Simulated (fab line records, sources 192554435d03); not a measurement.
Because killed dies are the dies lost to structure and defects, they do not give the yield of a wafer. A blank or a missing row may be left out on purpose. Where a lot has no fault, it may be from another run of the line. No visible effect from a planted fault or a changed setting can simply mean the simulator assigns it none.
Lot-split experiment -- flow n5Finfet -- 21 wafers read from 7 lots, route of 1938 steps

## THE SPLIT ITSELF
At N5_BEOL_M9_COAT_63 (time 60 s, resist thk 60 nm), the setting spinRpm was moved away from the recipe's 1500 rpm on 9 of the 21 wafers read, by -10.6% to +5.2%. For the rest of the wafers, this setting stayed at what the recipe calls for.

## FROM THE SPLIT TO THE READING: what the file shows between them, 4 steps
- N5_BEOL_M9_COAT_64: time 60 s, resist thk 12 nm
- N5_BEOL_M9_COAT_75: time 60 s, resist thk 5 nm
- N5_BEOL_M9_ETCH_76: etches underlayer in N2/H2, target depth 6.5 nm, time 5.2 s
- N5_BEOL_M9_ETCH_65: etches SiARC in CF4, target depth 15.6 nm, time 26 s

## THE READING
etch.depthNm (the simulator's own value, which no gauge read), in nm, at N5_BEOL_M9_ETCH_66 (etches SOC in N2/H2, target depth 80 nm, overetch 16 nm, time 120 s). No usual value for it is given in the file. Average 60.02 nm, standard deviation 0.15 nm, over the 12 wafers here run with the recipe.

wafer,"tool, chamber at the split","spinRpm as run, rpm",against the recipe,"etch.depthNm, nm",against lot-mates on the recipe
L077.1,"lithoTrack-02, 0",1500,recipe,60.05,-
L077.2,"lithoTrack-02, 0",1557,+3.8%,59.02,-1.09
L077.6,"lithoTrack-02, 0",1500,recipe,60.18,-
L081.2,"lithoTrack-01, 0",1341,-10.6%,63.73,+3.55
L081.4,"lithoTrack-01, 0",1341,-10.6%,63.67,+3.49
L081.5,"lithoTrack-01, 0",1500,recipe,60.18,-
L083.4,"lithoTrack-01, 0",1500,recipe,60.18,-
L083.6,"lithoTrack-01, 0",1500,recipe,60.18,-
L083.5,"lithoTrack-01, 0",1500,recipe,60.13,-
L084.1,"lithoTrack-02, 0",1500,recipe,59.92,-
L084.4,"lithoTrack-02, 0",1425,-5.0%,61.54,+1.65
L084.6,"lithoTrack-02, 0",1500,recipe,59.86,-
L088.1,"lithoTrack-01, 0",1390,-7.3%,62.47,+2.39
L088.2,"lithoTrack-01, 0",1390,-7.3%,62.2,+2.12
L088.5,"lithoTrack-01, 0",1500,recipe,60.08,-
L090.2,"lithoTrack-05, 0",1578,+5.2%,58.31,-1.55
L090.3,"lithoTrack-05, 0",1578,+5.2%,58.3,-1.56
L090.6,"lithoTrack-05, 0",1500,recipe,59.86,-
L092.1,"lithoTrack-01, 0",1434,-4.4%,61.31,+1.49
L092.4,"lithoTrack-01, 0",1500,recipe,59.9,-
L092.5,"lithoTrack-01, 0",1500,recipe,59.74,-

FIT RESULTS
A straight line over all 21 wafers: etch.depthNm changes by -0.329 nm for each +1% of spinRpm; r = -0.99; the points scatter about the line by 0.16 nm.
The same after taking each lot's own level away (the mean of its wafers on the recipe; 21 wafers): -0.319 nm for each +1%; r = -1.00; scatter 0.088 nm.
That fit puts the effect of the largest move of spinRpm on the reading at 3.4 nm.
From 59.820 to 60.180 nm: that is the span of the lots' own levels, equal to 2.4 times the standard deviation above.
The two slopes agree, so the slope changes little with the lot-to-lot level.
Check: for one of the wafers moved furthest among these (-10.6%), held out of the fit, the line's prediction against its lot-mates is +3.36 nm. Against them it came out at +3.55 nm.

## THESE WAFERS: OTHER SPLITS
Other splits were also applied to these wafers ahead of the reading. Each is held against what the fit with the lots' levels taken away leaves over:
other split on the same wafers,wafers away from the commonest value,r with etch.depthNm (lot level and that fit taken away)
N5_BEOL_M5_COAT_74 spinRpm,9,+0.07
N5_BEOL_M6_EXPOSE_25 doseMj,9,-0.09
N5_BEOL_M6_ETCH_66 biasW,8,-0.08
N5_BEOL_M8_ILD_DEP_00 timeS,6,-0.52
N5_BEOL_M8_PECVD_70 tempC,8,+0.21

## THE WHOLE CHAIN: every reading that the file lists as answering this split, in the file's order
step,what it does,reading,change (the file's fit),r (the file's)
N5_BEOL_M9_COAT_63,"time 60 s, resist thk 60 nm","SOC_of_BEOL_M9_COAT_63.thkNm (the simulator's own value, which no gauge read)",-0.323 nm for each +1% of the setting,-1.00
N5_BEOL_M9_ETCH_66,"etches SOC in N2/H2, target depth 80 nm, overetch 16 nm, time 120 s","etch.depthNm (the simulator's own value, which no gauge read)",-0.321 nm for each +1% of the setting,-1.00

## THE FILE'S OWN FIT
etch.depthNm changes by -0.321 nm for each +1% of spinRpm, r = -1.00.
